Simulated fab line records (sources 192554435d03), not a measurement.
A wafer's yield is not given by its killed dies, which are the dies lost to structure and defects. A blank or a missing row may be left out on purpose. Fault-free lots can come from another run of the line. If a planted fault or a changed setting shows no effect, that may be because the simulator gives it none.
Lot-split experiment || flow n5Finfet || 21 wafers read from 7 lots, route of 1938 steps

== ABOUT THE SPLIT ==
At N5_BEOL_M11_ETCH_66 (etches SOC in N2/H2, target depth 120 nm, overetch 24 nm, time 180 s), the setting timeS was moved away from the recipe's 180 s on 5 of the 21 wafers read, by -17.0% to -8.1%. This setting was run at the recipe's value on the other wafers.

Reading taken at the split's own step.

== THE READING ==
SiARC_of_BEOL_M11_COAT_64.thkNm (the simulator's own value, which no gauge read), in nm, at N5_BEOL_M11_ETCH_66 (etches SOC in N2/H2, target depth 120 nm, overetch 24 nm, time 180 s). The file does not state a usual value for it. The 16 wafers here that ran the recipe average 22.8 nm, standard deviation 0.21 nm.

{"wafer": "L075.1", "tool, chamber at the split": "rieDiel-04, 2", "timeS as run, s": 180, "against the recipe": "recipe", "SiARC_of_BEOL_M11_COAT_64.thkNm, nm": 22.6, "against lot-mates on the recipe": "-"}
{"wafer": "L075.3", "tool, chamber at the split": "rieDiel-04, 0", "timeS as run, s": 157.9, "against the recipe": "-12.3%", "SiARC_of_BEOL_M11_COAT_64.thkNm, nm": 23.8, "against lot-mates on the recipe": "+1.1"}
{"wafer": "L075.6", "tool, chamber at the split": "rieDiel-04, 1", "timeS as run, s": 180, "against the recipe": "recipe", "SiARC_of_BEOL_M11_COAT_64.thkNm, nm": 22.8, "against lot-mates on the recipe": "-"}
{"wafer": "L076.1", "tool, chamber at the split": "rieDiel-04, 1,0", "timeS as run, s": 180, "against the recipe": "recipe", "SiARC_of_BEOL_M11_COAT_64.thkNm, nm": 23, "against lot-mates on the recipe": "-"}
{"wafer": "L076.6", "tool, chamber at the split": "rieDiel-04, 1,0", "timeS as run, s": 180, "against the recipe": "recipe", "SiARC_of_BEOL_M11_COAT_64.thkNm, nm": 23, "against lot-mates on the recipe": "-"}
{"wafer": "L076.2", "tool, chamber at the split": "rieDiel-04, 2", "timeS as run, s": 180, "against the recipe": "recipe", "SiARC_of_BEOL_M11_COAT_64.thkNm, nm": 22.6, "against lot-mates on the recipe": "-"}
{"wafer": "L085.4", "tool, chamber at the split": "rieDiel-05, 3", "timeS as run, s": 180, "against the recipe": "recipe", "SiARC_of_BEOL_M11_COAT_64.thkNm, nm": 22.8, "against lot-mates on the recipe": "-"}
{"wafer": "L085.5", "tool, chamber at the split": "rieDiel-05, 0,3", "timeS as run, s": 165.4, "against the recipe": "-8.1%", "SiARC_of_BEOL_M11_COAT_64.thkNm, nm": 23.4, "against lot-mates on the recipe": "+0.6"}
{"wafer": "L085.6", "tool, chamber at the split": "rieDiel-05, 0,3", "timeS as run, s": 165.4, "against the recipe": "-8.1%", "SiARC_of_BEOL_M11_COAT_64.thkNm, nm": 23.4, "against lot-mates on the recipe": "+0.6"}
{"wafer": "L091.4", "tool, chamber at the split": "rieDiel-04, 1", "timeS as run, s": 180, "against the recipe": "recipe", "SiARC_of_BEOL_M11_COAT_64.thkNm, nm": 23, "against lot-mates on the recipe": "-"}
{"wafer": "L091.5", "tool, chamber at the split": "rieDiel-04, 0", "timeS as run, s": 180, "against the recipe": "recipe", "SiARC_of_BEOL_M11_COAT_64.thkNm, nm": 23.2, "against lot-mates on the recipe": "-"}
{"wafer": "L091.6", "tool, chamber at the split": "rieDiel-04, 1", "timeS as run, s": 180, "against the recipe": "recipe", "SiARC_of_BEOL_M11_COAT_64.thkNm, nm": 22.8, "against lot-mates on the recipe": "-"}
{"wafer": "L094.1", "tool, chamber at the split": "rieDiel-04, 1", "timeS as run, s": 180, "against the recipe": "recipe", "SiARC_of_BEOL_M11_COAT_64.thkNm, nm": 23, "against lot-mates on the recipe": "-"}
{"wafer": "L094.2", "tool, chamber at the split": "rieDiel-04, 3", "timeS as run, s": 180, "against the recipe": "recipe", "SiARC_of_BEOL_M11_COAT_64.thkNm, nm": 22.6, "against lot-mates on the recipe": "-"}
{"wafer": "L094.3", "tool, chamber at the split": "rieDiel-04, 0", "timeS as run, s": 149.4, "against the recipe": "-17.0%", "SiARC_of_BEOL_M11_COAT_64.thkNm, nm": 24.6, "against lot-mates on the recipe": "+1.8"}
{"wafer": "L095.2", "tool, chamber at the split": "rieDiel-05, 0,1", "timeS as run, s": 180, "against the recipe": "recipe", "SiARC_of_BEOL_M11_COAT_64.thkNm, nm": 22.8, "against lot-mates on the recipe": "-"}
{"wafer": "L095.6", "tool, chamber at the split": "rieDiel-05, 0,1", "timeS as run, s": 180, "against the recipe": "recipe", "SiARC_of_BEOL_M11_COAT_64.thkNm, nm": 22.8, "against lot-mates on the recipe": "-"}
{"wafer": "L095.3", "tool, chamber at the split": "rieDiel-05, 1", "timeS as run, s": 157.1, "against the recipe": "-12.7%", "SiARC_of_BEOL_M11_COAT_64.thkNm, nm": 23.8, "against lot-mates on the recipe": "+1.0"}
{"wafer": "L097.1", "tool, chamber at the split": "rieDiel-02, 2,1", "timeS as run, s": 180, "against the recipe": "recipe", "SiARC_of_BEOL_M11_COAT_64.thkNm, nm": 22.6, "against lot-mates on the recipe": "-"}
{"wafer": "L097.3", "tool, chamber at the split": "rieDiel-02, 2,1", "timeS as run, s": 180, "against the recipe": "recipe", "SiARC_of_BEOL_M11_COAT_64.thkNm, nm": 22.6, "against lot-mates on the recipe": "-"}
{"wafer": "L097.4", "tool, chamber at the split": "rieDiel-02, 3", "timeS as run, s": 180, "against the recipe": "recipe", "SiARC_of_BEOL_M11_COAT_64.thkNm, nm": 22.4, "against lot-mates on the recipe": "-"}
The file does not say which wafer passed through which chamber wherever a row lists several chambers: such a row stands for several wafers.

THE FIT
A straight line over all 21 wafers: SiARC_of_BEOL_M11_COAT_64.thkNm changes by -0.091 nm for each +1% of timeS; r = -0.92; the points scatter about the line by 0.21 nm.
The same after taking each lot's own level away (the mean of its wafers on the recipe; 21 wafers): -0.0917 nm for each +1%; r = -0.96; scatter 0.15 nm.
Per that fit: largest timeS move, reading shift of 1.6 nm.
The lots' own levels span 22.53 to 23.00 nm, that is 2.3 times the standard deviation above.
The two slopes agree, so the slope changes little with the lot-to-lot level.
Check: with one of the wafers moved furthest among these (-17.0%) left out of the fit, the line predicts +1.38 nm for it against its lot-mates. It came out at +1.8 nm against them.

== THESE WAFERS: OTHER SPLITS ==
Note: prior to the reading, these wafers also went through further splits. Each is held against what the fit with the lots' levels taken away leaves over:
{"other split on the same wafers": "N5_BEOL_M8_COAT_60 spinRpm", "wafers away from the commonest value": 7, "r with SiARC_of_BEOL_M11_COAT_64.thkNm (lot level and that fit taken away)": -0.06}
{"other split on the same wafers": "N5_BEOL_M9_COAT_22 spinRpm", "wafers away from the commonest value": 5, "r with SiARC_of_BEOL_M11_COAT_64.thkNm (lot level and that fit taken away)": -0.14}
{"other split on the same wafers": "N5_BEOL_M10_ETCH_41 sourceW", "wafers away from the commonest value": 8, "r with SiARC_of_BEOL_M11_COAT_64.thkNm (lot level and that fit taken away)": -0.05}

== FILE'S OWN FIT ==
SiARC_of_BEOL_M11_COAT_64.thkNm changes by -0.0924 nm for each +1% of timeS, r = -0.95.
